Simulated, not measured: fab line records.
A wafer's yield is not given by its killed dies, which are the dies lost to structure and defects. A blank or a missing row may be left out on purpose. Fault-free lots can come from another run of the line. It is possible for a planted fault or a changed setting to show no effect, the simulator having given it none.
Matching of chambers | flow nandHarc | rieDiel-02 running NHARC_P_M1_STRIP_18: 4 sister chambers
The step strips in N2/H2. 22 wafers are shown with their chamber, then 10 later ones without.

== WAFERS WITH THEIR CHAMBER ==
wafer  | chamber | showerheadPlenumPTorr (Torr) | drypumpMotorCurrentA (A) | rfVppV (V)
L074.2 | 2       | 1.96                         | 5.9                      | 91.4
L074.3 | 1       | 2.13                         | 5.5                      | 91.9
L074.6 | 1       | 2.13                         | 5.6                      | 90.5
L075.2 | 1       | 2.13                         | 5.5                      | 91.4
L075.5 | 2       | 1.96                         | 5.9                      | 91.0
L075.6 | 1       | 2.13                         | 5.5                      | 90.6
L076.1 | 2       | 1.96                         | 5.9                      | 90.1
L076.3 | 0       | 1.91                         | 5.1                      | 89.1
L076.4 | 3       | 2.09                         | 5.4                      | 91.0
L080.4 | 1       | 2.13                         | 5.5                      | 91.2
L080.5 | 1       | 2.13                         | 5.6                      | 91.2
L080.6 | 0       | 1.91                         | 5.1                      | 88.7
L081.2 | 1       | 2.13                         | 5.5                      | 90.7
L081.6 | 0       | 1.91                         | 5.1                      | 89.8
L082.1 | 2       | 1.95                         | 5.9                      | 90.5
L082.4 | 3       | 2.08                         | 5.4                      | 90.7
L082.6 | 1       | 2.13                         | 5.6                      | 90.4
L084.1 | 1       | 2.13                         | 5.5                      | 90.0
L084.2 | 2       | 1.95                         | 5.9                      | 90.9
L084.6 | 0       | 1.91                         | 5.1                      | 88.4
L088.1 | 2       | 1.95                         | 5.9                      | 89.2
L088.3 | 3       | 2.08                         | 5.4                      | 91.1

SIGNATURES, as means of the wafers listed above
reading               | chamber 0 | chamber 1 | chamber 2 | chamber 3 | scatter within a chamber
showerheadPlenumPTorr | 1.9100    | 2.1300    | 1.9550    | 2.0833    | 0.00347
drypumpMotorCurrentA  | 5.100     | 5.533     | 5.900     | 5.400     | 0.0333
rfVppV                | 89.000    | 90.878    | 90.517    | 90.933    | 0.625
Rule: for each reading, subtract the chamber's mean from the wafer's reading, divide by that reading's scatter and square the result; add these up over the readings and take the root, which gives the wafer's distance from the chamber. The wafer belongs to the nearest chamber; if the next one is less than 2 further off, it can't be placed. How the scatter is found: for the shown wafers, subtract from each reading the mean of its chamber, square and add these, divide the total by (wafers less chambers), then take the root.

== WAFERS MISSING THEIR CHAMBER ==
wafer  | showerheadPlenumPTorr (Torr) | drypumpMotorCurrentA (A) | rfVppV (V)
L088.4 | 2.13                         | 5.5                      | 91.7
L087.3 | 1.90                         | 5.1                      | 89.2
L087.4 | 2.13                         | 5.5                      | 90.4
L087.5 | 1.95                         | 5.9                      | 92.4
L091.1 | 1.95                         | 5.9                      | 89.2
L091.4 | 2.08                         | 5.4                      | 90.7
L091.5 | 2.13                         | 5.5                      | 91.3
L097.3 | 1.95                         | 5.9                      | 90.1
L097.4 | 1.90                         | 5.1                      | 90.3
L097.5 | 1.90                         | 5.1                      | 90.4

== CHAMBER TAKEN BY EACH ==
wafer  | from the rows above | in truth
L088.4 | 1                   | 1
L087.3 | 0                   | 0
L087.4 | 1                   | 1
L087.5 | 2                   | 2
L091.1 | 2                   | 2
L091.4 | 3                   | 3
L091.5 | 1                   | 1
L097.3 | 2                   | 2
L097.4 | 0                   | 0
L097.5 | 0                   | 0
Correct placement for 10 of the 10. Not placeable from these rows: 0. Number placed wrongly: 0.
